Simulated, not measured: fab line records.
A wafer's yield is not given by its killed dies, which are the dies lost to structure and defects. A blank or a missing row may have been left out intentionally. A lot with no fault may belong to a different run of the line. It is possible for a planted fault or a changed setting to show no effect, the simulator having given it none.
Split-lot experiment | flow n5_finfet | 39 wafers read from 7 lots, route of 1938 steps

== THE SPLIT ITSELF ==
At N5_WELL_APT_IMPLANT_32, the setting energy_kev was moved away from the recipe's 50 on 15 of the 39 wafers read, by -12.9% to +5.8%. The other wafers ran this setting at the recipe's value.

The reading comes from the split's own step.

== THE READING ==
The simulator's own value implant.drp_nm, read by no gauge, in nm at N5_WELL_APT_IMPLANT_32. No usual value for it is given in the file.

wafer  | tool, chamber at the split | energy_kev as run | against the recipe | implant.drp_nm, nm | against lot-mates on the recipe
L076.1 | implanter-01, 0            | 43.53             | -12.9%             | 16.83              | -1.72
L076.4 | implanter-01, 0            | 43.53             | -12.9%             | 16.83              | -1.72
L076.6 | implanter-01, 0            | 43.53             | -12.9%             | 16.83              | -1.72
L076.2 | implanter-01, 0            | 50                | recipe             | 18.55              | -
L076.3 | implanter-01, 0            | 50                | recipe             | 18.55              | -
L076.5 | implanter-01, 0            | 50                | recipe             | 18.55              | -
L077.1 | implanter-02, 0            | 50                | recipe             | 18.55              | -
L077.3 | implanter-02, 0            | 50                | recipe             | 18.55              | -
L077.6 | implanter-02, 0            | 50                | recipe             | 18.55              | -
L077.2 | implanter-02, 0            | 44.1              | -11.8%             | 16.98              | -1.57
L077.4 | implanter-02, 0            | 44.1              | -11.8%             | 16.98              | -1.57
L077.5 | implanter-02, 0            | 44.1              | -11.8%             | 16.98              | -1.57
L082.1 | implanter-02, 0            | 46.94             | -6.1%              | 17.74              | -0.81
L082.4 | implanter-02, 0            | 46.94             | -6.1%              | 17.74              | -0.81
L082.5 | implanter-02, 0            | 46.94             | -6.1%              | 17.74              | -0.81
L082.2 | implanter-02, 0            | 50                | recipe             | 18.55              | -
L082.3 | implanter-02, 0            | 50                | recipe             | 18.55              | -
L082.6 | implanter-02, 0            | 50                | recipe             | 18.55              | -
L091.1 | implanter-02, 0            | 52.92             | +5.8%              | 19.33              | +0.78
L091.2 | implanter-02, 0            | 52.92             | +5.8%              | 19.33              | +0.78
L091.5 | implanter-02, 0            | 52.92             | +5.8%              | 19.33              | +0.78
L091.3 | implanter-02, 0            | 50                | recipe             | 18.55              | -
L091.4 | implanter-02, 0            | 50                | recipe             | 18.55              | -
L091.6 | implanter-02, 0            | 50                | recipe             | 18.55              | -
L092.1 | implanter-02, 0            | 50                | recipe             | 18.55              | -
L092.3 | implanter-02, 0            | 50                | recipe             | 18.55              | -
L092.5 | implanter-02, 0            | 50                | recipe             | 18.55              | -
L095.1 | implanter-02, 0            | 50                | recipe             | 18.55              | -
L095.2 | implanter-02, 0            | 50                | recipe             | 18.55              | -
L095.3 | implanter-02, 0            | 50                | recipe             | 18.55              | -
L095.4 | implanter-02, 0            | 50                | recipe             | 18.55              | -
L095.5 | implanter-02, 0            | 50                | recipe             | 18.55              | -
L095.6 | implanter-02, 0            | 50                | recipe             | 18.55              | -
L096.1 | implanter-01, 0            | 44.14             | -11.7%             | 16.99              | -1.56
L096.4 | implanter-01, 0            | 44.14             | -11.7%             | 16.99              | -1.56
L096.6 | implanter-01, 0            | 44.14             | -11.7%             | 16.99              | -1.56
L096.2 | implanter-01, 0            | 50                | recipe             | 18.55              | -
L096.3 | implanter-01, 0            | 50                | recipe             | 18.55              | -
L096.5 | implanter-01, 0            | 50                | recipe             | 18.55              | -

FIT RESULTS
A straight line over all 39 wafers: implant.drp_nm changes by +0.133 nm for each +1% of energy_kev; r = +1.00; the points scatter about the line by 0.0014 nm.
The same after taking each lot's own level away (the mean of its wafers on the recipe; 39 wafers): +0.133 nm for each +1%; r = +1.00; scatter 0.0014 nm.
The reading moves by 1.7 nm for the largest change in energy_kev, on that fit.
The lots' own levels span 18.550 to 18.550 nm.
Consequently the slope shifts little with the lot-to-lot level, the two slopes agreeing.
Check: -1.72 nm against its lot-mates is what the line predicts for one of the wafers moved furthest among these (-12.9%) when that wafer is left out of the fit. It came out at -1.72 nm against them.

== OTHER SPLITS ON THESE WAFERS ==
Before the reading, these wafers also passed through other splits. Each is held against what the fit with the lots' levels taken away leaves over:
other split on the same wafers    | wafers away from the commonest value | r with implant.drp_nm (lot level and that fit taken away)
N5_WELL_APT_IMPLANT_31 energy_kev | 15                                   | -0.06

== THE WHOLE CHAIN: every reading that the file lists as answering this split, in the file's order ==
step                   | what it does | reading                                                         | change (the file's fit)               | r (the file's)
N5_WELL_APT_IMPLANT_32 |              | implant.rp_nm (the simulator's own value, which no gauge read)  | +0.361 nm for each +1% of the setting | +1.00
N5_WELL_APT_IMPLANT_32 |              | implant.drp_nm (the simulator's own value, which no gauge read) | +0.133 nm for each +1% of the setting | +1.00

== FILE'S OWN FIT ==
implant.drp_nm changes by +0.133 nm for each +1% of energy_kev, r = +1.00.
